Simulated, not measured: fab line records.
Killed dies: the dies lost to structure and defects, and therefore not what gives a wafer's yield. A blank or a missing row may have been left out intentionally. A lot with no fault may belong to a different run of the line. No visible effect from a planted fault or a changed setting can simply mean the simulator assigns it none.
Chamber matching    flow n5_finfet    rie_diel-06 running N5_BEOL_M1_DESCUM_16: 4 sister chambers
The step chemistry O2, time 7 s. 8 wafers are shown with their chamber, then 7 later ones without.

WAFERS PAIRED WITH THEIR CHAMBERS
wafer   chamber  showerhead_plenum_p_Torr (Torr)  oes_product_au (a.u.)
L075.2  2        2.09                             0.71
L079.4  2        2.09                             0.70
L081.6  1        2.19                             0.73
L086.2  3        2.14                             0.91
L086.3  0        2.09                             0.73
L086.4  1        2.19                             0.73
L091.1  3        2.13                             0.89
L091.4  0        2.09                             0.74

WAFERS WITHOUT THEIR CHAMBER
wafer   showerhead_plenum_p_Torr (Torr)  oes_product_au (a.u.)
L091.5  2.08                             0.70
L093.1  2.19                             0.72
L093.3  2.13                             0.86
L093.4  2.08                             0.69
L096.1  2.07                             0.69
L096.2  2.18                             0.71
L096.3  2.13                             0.87

WHICH CHAMBER EACH WENT THROUGH
wafer   from the rows above      in truth
L091.5  2                        2
L093.1  1                        1
L093.3  3                        3
L093.4  2                        2
L096.1  can't be placed: 2 or 0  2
L096.2  1                        1
L096.3  3                        3
Placed correctly: 6 of 7. Cannot be placed on the basis of these rows: 1; the candidates contain the true chamber in 1. Placed wrongly: 0.
How it was worked out, from the rows above alone: a wafer's distance from a chamber is the root of the sum, over the readings, of the square of ((its reading less the chamber's mean) divided by the reading's scatter). The wafer belongs to the nearest chamber; if the next one is less than 2 further off, it can't be placed. Each chamber's mean is taken over the wafers shown for it. How the scatter is found: for the shown wafers, subtract from each reading the mean of its chamber, square and add these, divide the total by (wafers less chambers), then take the root.
